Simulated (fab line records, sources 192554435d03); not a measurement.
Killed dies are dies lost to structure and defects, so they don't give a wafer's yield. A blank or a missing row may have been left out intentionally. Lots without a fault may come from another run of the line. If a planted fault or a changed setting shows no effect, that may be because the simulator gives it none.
fab line records -- flow n5-finfet
record lots=6, wafers=18, last-day=18
route steps=1938 shown HKMG_FIN@445 BEOL_M4@1111 PASSIVATION@1936
lots with no fault: from the same line, run without faults
start-h: hours from the record's first day to the start of the lot's first wafer shown -- wait-h: time in hours since the lot's previous step -- " repeats the value in the row above -- L1.1+2: several wafers, shown together as one row -- - no value, or no start was given -- * or withheld: withheld -- < > ~ a bound
route shown NAME@n: a module of which the file shows steps, and the number in the route of the first -- usual: the fault-free wafers' mean and standard deviation -- same: alike in all rows -- chamber/n: place in a boat -- sites: the reading at each site -- _std_site: the values' standard deviation -- _edge_site: inner sites' mean taken away from outer sites' mean -- radius-mm: how far each site lies from the wafer's centre -- mask NAME#n: copy n -- behind: tool/chamber where the wafer was last shaped -- hold: reason for holding the lot/hours on hold/outcome of the hold -- device: the n, p or np transistor that did not switch -- end of line: the same wafers' tests at the end of the route -- a step with no rows: only its recipe -- killed: count of dies lost to structure and defects at first sort (not the wafer's yield) -- map: dies across one wafer; x = killed, . = not, _ = none there
set.NAME: the setting as run; set.NAME@STEP: as run at that earlier step -- model.NAME: the simulator's own value behind a step, which no gauge read
a table for each step, a row for each wafer; lots at some steps of the route
services: a tool's chamber out of use, with start hour (start-h, from the record's first day; less than 0 if before it), hours out, and reason
## steps
# step N5_HKMG_FIN_STRIP_89
# recipe chemistry=N2/H2, material=SOC, time-s=20, power-w=500, temp-c=40, pressure-mtorr=50, rf-frequency-hz=6e+07, bias-power-w=8, h2-frac=0.5, n2-flow-sccm=300, h2-flow-sccm=300
# step N5_HKMG_FIN_WET_ETCH_87
# recipe chemistry=SC1, target=TiN, mix=1:2:40, temp-c=50, time-s=154.2, target-depth-nm=4.7, dry=ipa-marangoni, rinse-time-s=30, rinse-temp-c=23
# step N5_HKMG_FIN_STRIP_88
# recipe chemistry=N2/H2, power-w=2500, temp-c=300, h2-frac=0.65, time-s=360, pressure-mtorr=withheld, n2-flow-sccm=1750, h2-flow-sccm=3250
# step N5_HKMG_FIN_NWFM_ALD_20
# recipe material=TiAlC, target-thk-a=20, temp-c=300, ald-precursor-family=TiCl4, ald-co-reactant=TEA, pulse-time-s=3, purge-time-s=2, co-reactant-purge-time-s=2, co-reactant-pulse-time-s=10, ald-cycles=7, pressure-torr=3
# usual ald-cycles=7/0, heater-power-w=487/50, precursor-pulse-height-rel=1.001/0.022
lot.wafer,tool,chamber,start-h,wait-h,ald-cycles,heater-power-w,precursor-pulse-height-rel
L806.1,ald-metal-04,2,76.98,0.3,7,482,0.983
L806.3,ald-metal-04,3,76.98,0.3,7,427,1.012
L806.4,ald-metal-04,1,76.98,0.3,7,441,0.990
L809.4,ald-metal-04,3,95.00,0.1,7,435,0.988
L809.5,ald-metal-04,1,95.00,0.1,7,444,1.030
L809.6,ald-metal-04,0,95.00,0.1,7,579,0.978
L811.1,ald-metal-03,0,106.14,0.3,7,470,1.028
L811.2,ald-metal-03,1,106.14,0.3,7,476,0.986
L811.4,ald-metal-03,2,106.14,0.3,7,466,0.993
L814.1,ald-metal-02,2,124.23,0.3,7,523,0.989
L814.4,ald-metal-02,1,124.23,0.3,7,415,1.007
L814.5,ald-metal-02,3,124.23,0.3,7,480,1.046
L823.1,ald-metal-02,1,183.10,0.3,7,420,0.971
L823.3,ald-metal-02,0,183.10,0.3,7,564,1.038
L823.4,ald-metal-02,0,183.10,0.3,7,551,0.990
L829.1,ald-metal-04,3,222.98,0.3,7,428,1.039
L829.4,ald-metal-04,2,222.98,0.3,7,508,1.011
L829.6,ald-metal-04,0,222.98,0.3,7,581,0.984
# step N5_HKMG_FIN_ALD_71
# recipe material=TiN, target-thk-a=10, temp-c=400, ald-precursor-family=TiCl4, ald-co-reactant=NH3, pulse-time-s=1, purge-time-s=3, co-reactant-purge-time-s=2, co-reactant-pulse-time-s=2, ald-cycles=47, pressure-torr=3
# usual ald-cycles=47/0, heater-power-w=870/88, precursor-pulse-height-rel=0.997/0.018
lot.wafer,tool,chamber,start-h,wait-h,ald-cycles,heater-power-w,precursor-pulse-height-rel
L806.1,ald-metal-04,2,77.08,0.0,47,913,0.984
L806.3,ald-metal-04,3,77.08,0.0,47,782,1.010
L806.4,ald-metal-04,1,77.08,0.0,47,804,1.006
L809.4,ald-metal-04,3,95.10,0.0,47,781,0.995
L809.5,ald-metal-04,1,95.10,0.0,47,768,0.991
L809.6,ald-metal-04,0,95.10,0.0,47,1038,0.979
L811.1,ald-metal-03,0,106.24,0.0,47,844,0.982
L811.2,ald-metal-03,1,106.24,0.0,47,855,0.971
L811.4,ald-metal-03,2,106.24,0.0,47,828,0.999
L814.1,ald-metal-02,2,124.33,0.0,47,932,0.968
L814.4,ald-metal-02,1,124.33,0.0,47,727,0.992
L814.5,ald-metal-02,3,124.33,0.0,47,848,0.999
L823.1,ald-metal-02,1,183.20,0.0,47,729,1.027
L823.3,ald-metal-02,0,183.20,0.0,47,985,1.003
L823.4,ald-metal-02,0,183.20,0.0,47,988,1.022
L829.1,ald-metal-04,3,223.08,0.0,47,752,0.980
L829.4,ald-metal-04,2,223.08,0.0,47,863,0.966
L829.6,ald-metal-04,0,223.08,0.0,47,1048,1.004
# step N5_HKMG_FIN_COAT_66
# recipe resist=SOC, temp-c=250, time-s=60, spin-rpm=1500, resist-thk-nm=300
# step N5_HKMG_FIN_ETCH_67
# recipe chemistry=N2/H2, target=SOC, target-depth-a=3889, stop-on=TiN, ion-energy-ev=100, bias-w=61, pressure-mtorr=30, source-w=850, n2-flow-sccm=200, h2-flow-sccm=200
# usual drypump-motor-current-A=5.6/0.53, h2-flow-sccm=200.0/0.63, n2-flow-sccm=200.0/0.62, oes-product-au=0.78/0.087, rf-vpp-V=240.8/1.3, showerhead-plenum-p-Torr=2.55/0.087, throttle-valve-pct=17.64/0.29
lot.wafer,tool,chamber,start-h,wait-h,drypump-motor-current-A,h2-flow-sccm,n2-flow-sccm,oes-product-au,rf-hours-counter-h,rf-vpp-V,showerhead-plenum-p-Torr,throttle-valve-pct
L806.1,rie-diel-02,2,77.42,-,5.3,199.1,200.5,0.95,6,241.6,2.71,17.18
L806.3,rie-diel-02,3,77.42,-,5.8,200.0,200.7,0.83,75,241.2,2.58,17.61
L806.4,rie-diel-02,0,77.42,-,5.7,199.0,200.4,0.88,34,241.3,2.48,17.29
L809.4,rie-diel-06,2,95.44,-,6.4,200.4,200.0,0.71,208,239.1,2.41,18.27
L809.5,rie-diel-06,3,95.44,-,6.6,200.2,199.8,0.71,-,241.2,2.62,17.89
L809.6,rie-diel-06,0,95.44,-,5.0,199.8,199.5,0.93,-,241.1,2.71,17.38
L811.1,rie-diel-06,0,106.58,-,5.0,200.7,200.7,0.91,27,243.0,2.71,17.38
L811.2,rie-diel-06,1,106.58,-,5.1,200.1,200.8,0.68,227,240.4,2.51,17.73
L811.4,rie-diel-06,3,106.58,-,6.6,200.5,199.8,0.72,191,242.0,2.61,17.90
L814.1,rie-diel-06,3,124.67,-,6.7,200.9,200.5,0.71,197,240.9,2.61,17.90
L814.4,rie-diel-06,2,124.67,-,6.4,200.0,200.1,0.70,219,236.8,2.40,18.28
L814.5,rie-diel-06,0,124.67,-,5.0,200.3,199.7,0.91,-,242.7,2.71,17.40
L823.1,rie-diel-06,0,183.54,-,5.0,200.2,200.5,0.88,55,241.1,2.70,17.43
L823.3,rie-diel-06,1,183.54,-,5.1,200.6,199.5,0.66,256,238.4,2.50,17.77
L823.4,rie-diel-06,3,183.54,-,6.6,199.9,200.1,0.69,-,242.2,2.60,17.93
L829.1,rie-diel-05,1,223.47,-,4.9,200.0,199.3,0.87,36,240.4,2.48,17.14
L829.4,rie-diel-05,3,223.47,-,5.4,199.4,199.6,0.96,2,240.3,2.51,17.44
L829.6,rie-diel-05,0,223.47,-,5.2,199.1,199.8,0.77,-,240.2,2.45,17.66
# step N5_HKMG_FIN_STRIP_90
# recipe chemistry=N2/H2, material=SOC, time-s=20, power-w=500, temp-c=40, pressure-mtorr=50, rf-frequency-hz=6e+07, bias-power-w=8, h2-frac=0.5, n2-flow-sccm=300, h2-flow-sccm=300
# step N5_HKMG_FIN_WET_ETCH_73
# recipe chemistry=SC1, mix=1:2:40, temp-c=50, time-s=42.3, target-depth-nm=1.3, dry=ipa-marangoni, rinse-time-s=30, rinse-temp-c=23
# step N5_HKMG_FIN_ETCHBACK_68
# recipe chemistry=Cl2/Ar, stop-on=HfO2, target-depth-a=5, pressure-mtorr=10, icp-w=600, bias-w=60, Cl2_flow_sccm=40, Ar_flow_sccm=60
# step N5_HKMG_FIN_STRIP_69
# recipe chemistry=N2/H2, power-w=2500, temp-c=300, h2-frac=0.65, time-s=360, pressure-mtorr=withheld, n2-flow-sccm=1750, h2-flow-sccm=3250
# usual drypump-motor-current-A=5.34/0.22, h2-flow-sccm=3249/10, heater-power-w=429/32, n2-flow-sccm=1750/5
lot.wafer,tool,chamber,start-h,wait-h,drypump-motor-current-A,h2-flow-sccm,heater-power-w,n2-flow-sccm,rf-hours-counter-h
L806.1,plasma-asher-02,1,77.78,0.1,5.38,3234,405,1751,83
L806.3,plasma-asher-02,1,77.78,0.1,5.37,3254,406,1755,-
L806.4,plasma-asher-02,0,77.78,0.1,4.98,3267,449,1746,-
L809.4,plasma-asher-01,1,95.92,0.2,5.34,3257,479,1740,-
L809.5,plasma-asher-01,0,95.92,0.2,5.62,3251,401,1739,-
L809.6,plasma-asher-01,1,95.92,0.2,5.35,3244,473,1750,-
L811.1,plasma-asher-01,0,106.94,0.1,5.64,3266,391,1746,50
L811.2,plasma-asher-01,1,106.94,0.1,5.32,3253,468,1755,50
L811.4,plasma-asher-01,1,106.94,0.1,5.36,3227,475,1742,-
L814.1,plasma-asher-01,0,125.03,0.1,5.62,3246,392,1759,54
L814.4,plasma-asher-01,0,125.03,0.1,5.67,3240,400,1743,-
L814.5,plasma-asher-01,0,125.03,0.1,5.65,3256,387,1748,-
L823.1,plasma-asher-01,0,183.90,0.1,5.67,3254,385,1748,64
L823.3,plasma-asher-01,1,183.90,0.1,5.32,3237,486,1754,-
L823.4,plasma-asher-01,0,183.90,0.1,5.66,3259,390,1750,-
L829.1,plasma-asher-02,1,223.95,0.2,5.37,3256,404,1745,111
L829.4,plasma-asher-02,1,223.95,0.2,5.38,3253,402,1742,-
L829.6,plasma-asher-02,0,223.95,0.2,5.00,3236,437,1754,-
# step N5_HKMG_FIN_ALD_21
# recipe material=TiN, target-thk-a=15, temp-c=400, ald-precursor-family=TiCl4, ald-co-reactant=NH3, pulse-time-s=1, purge-time-s=3, co-reactant-purge-time-s=2, co-reactant-pulse-time-s=2, ald-cycles=68, pressure-torr=3
# usual ald-cycles=68/0, heater-power-w=875/87, precursor-pulse-height-rel=1.002/0.019
lot.wafer,tool,chamber,start-h,wait-h,ald-cycles,heater-power-w,precursor-pulse-height-rel
L806.1,ald-metal-02,1,78.16,0.3,68,752,0.990
L806.3,ald-metal-02,3,78.16,0.3,68,860,0.994
L806.4,ald-metal-02,0,78.16,0.3,68,1016,0.987
L809.4,ald-metal-02,2,96.18,0.1,68,966,1.021
L809.5,ald-metal-02,0,96.18,0.1,68,1004,1.011
L809.6,ald-metal-02,3,96.18,0.1,68,872,0.945
L811.1,ald-metal-02,2,107.32,0.3,68,941,1.009
L811.2,ald-metal-02,3,107.32,0.3,68,851,1.024
L811.4,ald-metal-02,0,107.32,0.3,68,1003,0.991
L814.1,ald-metal-02,3,125.41,0.3,68,849,0.992
L814.4,ald-metal-02,1,125.41,0.3,68,742,1.026
L814.5,ald-metal-02,1,125.41,0.3,68,724,1.014
L823.1,ald-metal-03,1,184.28,0.3,68,868,1.002
L823.3,ald-metal-03,0,184.28,0.3,68,831,0.985
L823.4,ald-metal-03,2,184.28,0.3,68,825,0.989
L829.1,ald-metal-04,3,224.33,0.3,68,766,1.003
L829.4,ald-metal-04,1,224.33,0.3,68,800,0.983
L829.6,ald-metal-04,2,224.33,0.3,68,916,1.005
# step N5_HKMG_FIN_ALD_72
# recipe material=W, target-thk-a=20, temp-c=300, pressure-torr=7.5, ald-precursor-family=WF6, ald-co-reactant=B2H6, pulse-time-s=1, purge-time-s=2, co-reactant-purge-time-s=2, co-reactant-pulse-time-s=3, ald-cycles=7
# usual ald-cycles=7/0, heater-power-w=464/68, precursor-pulse-height-rel=0.999/0.019
lot.wafer,tool,chamber,start-h,wait-h,ald-cycles,heater-power-w,precursor-pulse-height-rel,model.W_of_HKMG_FIN_ALD_72.thk-nm
L806.1,cvd-w-01,1,78.52,0.2,7,540,0.996,2
L806.3,cvd-w-01,0,78.52,0.2,7,465,1.004,2
L806.4,cvd-w-01,1,78.52,0.2,7,537,1.016,2
L809.4,cvd-w-01,1,96.56,0.2,14,558,1.011,4
L809.5,cvd-w-01,0,96.56,0.2,7,470,0.978,2
L809.6,cvd-w-01,1,96.56,0.2,7,545,0.981,2
L811.1,cvd-w-01,0,107.68,0.2,14,479,1.006,4.2
L811.2,cvd-w-01,1,107.68,0.2,14,542,1.017,4
L811.4,cvd-w-01,1,107.68,0.2,14,548,1.022,4
L814.1,cvd-w-02,1,125.77,0.2,7,477,0.989,2
L814.4,cvd-w-02,0,125.77,0.2,7,356,0.986,1.8
L814.5,cvd-w-02,0,125.77,0.2,7,353,1.018,2
L823.1,cvd-w-01,0,184.64,0.2,7,475,0.990,2.2
L823.3,cvd-w-01,1,184.64,0.2,7,535,0.990,2.2
L823.4,cvd-w-01,0,184.64,0.2,7,467,0.962,2.2
L829.1,cvd-w-02,0,224.69,0.2,7,363,0.998,2.2
L829.4,cvd-w-02,0,224.69,0.2,7,361,0.980,2.2
L829.6,cvd-w-02,1,224.69,0.2,7,489,0.986,2
# step N5_HKMG_FIN_W_FILL_22
# recipe material=W, target-thk-a=600, temp-c=400, pressure-torr=39.4, time-s=18.2
# step N5_BEOL_M4_RC_MEAS_101
# usual DIBL_N=36.5/1.4, DIBL_P=36.6/1.9, IOFF_N=0.167/0.029, IOFF_P=0.21/0.033, ION_N=674/12, ION_P=460/8.9, SS_N=71.6/0.57, SS_P=73.4/0.61, VT_N=249/3.3, VT_P=-250/3.3
lot.wafer,tool,chamber,start-h,wait-h,DIBL_N[mV/V],DIBL_P[mV/V],IOFF_N[nA/um],IOFF_P[nA/um],ION_N[uA/um],ION_P[uA/um],SS_N[mV/dec],SS_P[mV/dec],VT_N[mV],VT_P[mV]
L806.1,prober-01,0,178.00,0.0,35.2,33.8,0.144,0.21,669,465,71.0,72.8,249,-252
L806.3,prober-01,0,178.00,0.0,35.0,33.6,0.147,0.21,681,467,70.3,72.9,252,-247
L806.4,prober-01,0,178.00,0.0,36.0,33.8,0.158,0.21,675,468,70.6,73.5,251,-248
L809.4,prober-02,0,181.71,0.5,35.8,35.8,0.140,0.21,670,461,71.5,73.5,254,-252
L809.5,prober-02,0,181.71,0.5,36.9,38.3,0.173,0.25,686,469,71.6,73.7,247,-249
L809.6,prober-02,0,181.71,0.5,36.0,36.5,0.156,0.22,675,463,71.0,73.2,251,-249
L811.1,prober-01,0,195.80,0.0,33.3,32.2,0.110,0.16,649,460,69.8,72.3,254,-251
L811.2,prober-01,0,195.80,0.0,35.8,34.8,0.144,0.21,661,459,71.8,73.1,253,-249
L811.4,prober-01,0,195.80,0.0,37.9,37.2,0.194,0.23,666,456,71.6,73.8,245,-248
L814.1,prober-02,0,210.20,0.0,37.9,38.3,0.204,0.24,688,470,72.7,73.8,243,-248
L814.4,prober-02,0,210.20,0.0,34.2,34.0,0.130,0.18,657,453,71.4,72.8,251,-252
L814.5,prober-02,0,210.20,0.0,35.3,35.6,0.145,0.19,667,459,71.3,73.5,251,-251
L823.1,prober-02,0,269.21,0.0,38.8,39.3,0.201,0.22,677,452,72.3,73.5,248,-252
L823.3,prober-02,0,269.21,0.0,38.2,38.8,0.181,0.21,666,450,71.6,74.3,246,-253
L823.4,prober-02,0,269.21,0.0,39.2,39.4,0.201,0.22,674,452,73.1,74.1,250,-253
L829.1,prober-01,0,308.55,0.0,40.7,41.6,0.277,0.33,690,470,73.3,75.1,240,-244
L829.4,prober-01,0,308.55,0.0,35.2,34.5,0.134,0.19,649,447,72.0,72.4,253,-250
L829.6,prober-01,0,308.55,0.0,35.7,35.9,0.154,0.22,669,458,71.7,72.8,249,-250
# step N5_PASSIVATION_PROBE_49
# usual defect-limited-yield=91.2/1.6, killed_at_M0_to_M3=34/11, killed_at_M4_up=14/5.7, killed-at-contacts=14/6.6, killed-at-front-end=37/10, killed-at-other=4/3.2, killed-dies=104/19, killed-on-rim=14/4.1, killed-open=69/13, killed-short=33/8.7, sort_bin_4_leakage=0.00/0.014, sort_bin_5_function=5.1/1, sort_bin_6_memory=3.3/0.76, sort_bin_8_speed=0.00/0.016, sort-n-pass=1076/19, sort-yield-pct=91.2/1.6
# same gross-dies=1180, killed-at-back-side=0
lot.wafer,tool,chamber,start-h,wait-h,defect-limited-yield[%],killed_at_M0_to_M3,killed_at_M4_up,killed-at-contacts,killed-at-front-end,killed-at-other,killed-dies,killed-on-rim,killed-open,killed-short,sort_bin_4_leakage[%],sort_bin_5_function[%],sort_bin_6_memory[%],sort_bin_8_speed[%],sort-n-pass,sort-yield-pct[%]
L806.1,prober-02,-,273.78,0.0,89.2,39,11,17,55,6,128,16,80,48,0,6.3,4.2,0,1052,89.2
L806.3,prober-02,-,273.88,0.1,90.0,39,18,16,43,2,118,14,85,31,0,5.5,4.2,0,1062,90.0
L806.4,prober-02,-,273.93,0.2,91.3,40,15,13,32,3,103,12,68,33,0,4.9,3.5,0,1077,91.3
L809.4,prober-02,-,275.91,0.2,93.0,17,18,14,25,9,83,13,48,30,0,4.0,2.6,0,1097,93.0
L809.5,prober-02,-,275.96,0.2,91.7,32,22,5,37,2,98,13,70,26,0,5.0,3.1,0,1082,91.7
L809.6,prober-02,-,276.01,0.3,93.1,13,9,7,50,3,82,9,53,25,0,4.1,2.5,0,1098,93.1
L811.1,prober-01,-,284.58,0.0,88.2,52,32,13,36,6,139,16,95,43,0,6.4,5.3,0,1041,88.2
L811.2,prober-01,-,284.63,0.1,88.7,67,13,14,33,6,133,21,86,47,0,6.6,4.2,0,1047,88.7
L811.4,prober-01,-,284.73,0.2,89.7,57,12,6,42,4,121,18,71,50,0,6.1,3.9,0,1059,89.7
L814.1,prober-02,-,308.69,0.0,92.8,31,16,11,23,4,85,8,55,29,0,3.9,3.1,0,1095,92.8
L814.4,prober-02,-,308.84,0.2,92.7,33,10,15,26,2,86,14,63,22,0,4.7,2.6,0,1094,92.7
L814.5,prober-02,-,308.89,0.2,93.6,27,7,17,20,4,75,14,52,20,0,3.9,2.3,0,1105,93.6
L823.1,prober-02,-,379.08,0.0,91.6,36,15,6,39,3,99,18,71,27,0,4.8,3.3,0,1081,91.6
L823.3,prober-02,-,379.18,0.1,92.2,40,14,5,31,2,92,20,71,21,0,5.0,2.5,0,1088,92.2
L823.4,prober-02,-,379.23,0.2,91.7,40,5,16,37,0,98,14,60,35,0,5.2,2.9,0,1082,91.7
# killed by level:class
L806.1 STI_FIN_REVEAL:geometric-particle:open=15 MOL_CONTACT_COAG:geometric-particle:open=15 FIN_SAQP:geometric-particle:short=12 FIN_SAQP:geometric-particle:open=9 BEOL_M0_SAQP:geometric-particle:open=9 BEOL_M0_SAQP:geometric-particle:short=9 BEOL_M2:geometric-particle:open=7 STI_FIN_REVEAL:geometric-particle:short=4
L806.3 FIN_SAQP:geometric-particle:open=12 MOL_CONTACT_COAG:geometric-particle:open=12 BEOL_M1:geometric-particle:open=9 BEOL_M2:geometric-particle:open=9 BEOL_M0_SAQP:geometric-particle:open=7 STI_FIN_REVEAL:geometric-particle:open=6 DUMMY_GATE:geometric-particle:open=5 GATE_CUT:geometric-particle:short=4
L806.4 MOL_CONTACT_COAG:geometric-particle:open=11 BEOL_M0_SAQP:geometric-particle:short=11 BEOL_M2:geometric-particle:open=10 FIN_SAQP:geometric-particle:short=9 FIN_SAQP:geometric-particle:open=9 BEOL_M4:geometric-particle:open=8 BEOL_M0_SAQP:geometric-particle:open=6 STI_FIN_REVEAL:geometric-particle:open=4
L809.4 MOL_CONTACT_COAG:geometric-particle:open=10 STI_FIN_REVEAL:geometric-particle:open=6 BEOL_M0_SAQP:geometric-particle:short=5 BEOL_M4:geometric-particle:open=5 GATE_CUT:geometric-particle:short=4 MOL_CONTACT_COAG:geometric-particle:short=4 MIM_BOT:geometric-particle:short=4 BEOL_M1:geometric-particle:open=3
L809.5 STI_FIN_REVEAL:geometric-particle:open=16 BEOL_M0_SAQP:geometric-particle:short=8 BEOL_M4:geometric-particle:open=7 FIN_SAQP:geometric-particle:open=6 BEOL_M1:geometric-particle:open=6 BEOL_M0_SAQP:geometric-particle:open=5 BEOL_M5:geometric-particle:open=5 MOL_CONTACT_COAG:geometric-particle:open=4
L809.6 STI_FIN_REVEAL:geometric-particle:open=14 FIN_SAQP:geometric-particle:short=8 FIN_SAQP:geometric-particle:open=6 MOL_CONTACT_COAG:geometric-particle:open=6 DUMMY_GATE:geometric-particle:open=5 BEOL_M4:geometric-particle:open=5 STI_FIN_REVEAL:geometric-particle:short=3 DUMMY_GATE:geometric-particle:short=3
L811.1 BEOL_M4:geometric-particle:open=19 BEOL_M3:geometric-particle:open=13 BEOL_M0_SAQP:geometric-particle:short=10 BEOL_M0_SAQP:geometric-particle:open=9 MOL_CONTACT_COAG:geometric-particle:open=8 GATE_CUT:geometric-particle:short=7 FIN_SAQP:geometric-particle:open=5 FIN_SAQP:geometric-particle:short=5
L811.2 BEOL_M0_SAQP:geometric-particle:open=14 BEOL_M2:geometric-particle:open=14 MOL_CONTACT_COAG:geometric-particle:open=11 BEOL_M1:geometric-particle:open=11 BEOL_M0_SAQP:geometric-particle:short=10 GATE_CUT:geometric-particle:short=7 BEOL_M2:geometric-particle:short=7 FIN_SAQP:geometric-particle:short=6
L811.4 BEOL_M0_SAQP:geometric-particle:short=18 BEOL_M0_SAQP:geometric-particle:open=17 FIN_SAQP:geometric-particle:open=11 FIN_SAQP:geometric-particle:short=7 BEOL_M1:geometric-particle:open=7 MOL_CONTACT_COAG:geometric-particle:open=6 ILD0:geometric-particle:short=5 BEOL_M0:geometric-particle:open=5
L814.1 MOL_CONTACT_COAG:geometric-particle:open=8 BEOL_M4:geometric-particle:open=8 BEOL_M0_SAQP:geometric-particle:short=7 BEOL_M0_SAQP:geometric-particle:open=6 BEOL_M1:geometric-particle:open=5 BEOL_M2:geometric-particle:open=5 STARTING-WAFER:geometric-particle:short=5 FIN_SAQP:geometric-particle:short=3
L814.4 MOL_CONTACT_COAG:geometric-particle:open=15 BEOL_M1:geometric-particle:open=9 BEOL_M0_SAQP:geometric-particle:open=6 BEOL_M2:geometric-particle:open=5 BEOL_M3:geometric-particle:open=5 STI_FIN_REVEAL:geometric-particle:short=4 GATE_CUT:geometric-particle:short=4 GATE_CUT:geometric-particle:open=4
L814.5 MOL_CONTACT_COAG:geometric-particle:open=15 DUMMY_GATE:geometric-particle:open=6 BEOL_M1:geometric-particle:open=6 BEOL_M0_SAQP:geometric-particle:short=4 BEOL_M2:geometric-particle:open=4 BEOL_M3:geometric-particle:open=4 GATE_CUT:geometric-particle:open=3 BEOL_M0_SAQP:geometric-particle:open=3
L823.1 BEOL_M2:geometric-particle:open=11 BEOL_M3:geometric-particle:open=9 FIN_SAQP:geometric-particle:open=8 FIN_SAQP:geometric-particle:short=8 BEOL_M1:geometric-particle:open=6 GATE_CUT:geometric-particle:short=5 BEOL_M4:geometric-particle:open=5 BEOL_M7:geometric-particle:open=5
L823.3 BEOL_M3:geometric-particle:open=13 FIN_SAQP:geometric-particle:open=9 BEOL_M1:geometric-particle:open=8 BEOL_M0_SAQP:geometric-particle:open=7 BEOL_M8:geometric-particle:open=5 DUMMY_GATE:geometric-particle:open=4 MOL_CONTACT_COAG:geometric-particle:open=4 BEOL_M0_SAQP:geometric-particle:short=4
L823.4 MOL_CONTACT_COAG:geometric-particle:open=14 BEOL_M3:geometric-particle:open=9 BEOL_M0_SAQP:geometric-particle:short=8 BEOL_M2:geometric-particle:open=7 FIN_SAQP:geometric-particle:open=6 STI_FIN_REVEAL:geometric-particle:short=5 GATE_CUT:geometric-particle:open=5 FIN_SAQP:geometric-particle:short=4
## services
tool,chamber,start-h,hours,kind
cvd-w-02,-,53.57,0.6,repair
rie-diel-05,3,54.01,8.8,repair
ald-metal-04,-,70.52,2.8,pm
rie-diel-06,0,79.05,8.7,repair
ald-metal-04,-,80.09,1.7,repair
ald-metal-03,-,84.32,6.0,pm
rie-diel-02,1,87.10,2.7,repair
rie-diel-02,0,122.41,2.5,repair
ald-metal-04,0,133.45,46.5,repair
plasma-asher-02,-,134.65,0.7,repair
ald-metal-04,-,149.32,0.6,repair
rie-diel-02,0,151.41,1.6,repair
ald-metal-02,3,159.83,23.7,repair
cvd-w-02,-,163.79,2.5,repair
ald-metal-04,2,165.48,-,calibration
rie-diel-06,2,168.37,33.9,repair
plasma-asher-01,-,192.36,1.2,repair
rie-diel-06,-,195.13,28.1,pm
plasma-asher-01,-,199.12,3.6,repair
ald-metal-02,3,213.92,3.1,repair
rie-diel-06,1,223.23,-,clean
rie-diel-06,1,223.23,-,consumable-replace:focus-ring
rie-diel-06,1,223.23,18.1,scheduled-down
rie-diel-06,1,223.23,18.1,vent-cycle
## key
first-sign step=N5_HKMG_FIN_ALD_72, reading=ald-cycles, direction=up, sigmas=99+, usual=*, struck=*
effect none on later readings
model-effect step=N5_HKMG_FIN_ALD_72, value=W_of_HKMG_FIN_ALD_72.thk-nm, without=2.05, struck=4.05
met-at N5_HKMG_FIN_ALD_72
struck-wafers L809.4,L811.1,L811.2,L811.4
onset-between 78.52 96.56
fault kind=process-parameter-drift, tool=cvd-w-01, chamber=-, onset-h=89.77, steps=N5_HKMG_FIN_ALD_72, channel=ald-cycles, offset=*, shape=step, end-h=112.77, scope=struck-wafers-only, stated=*
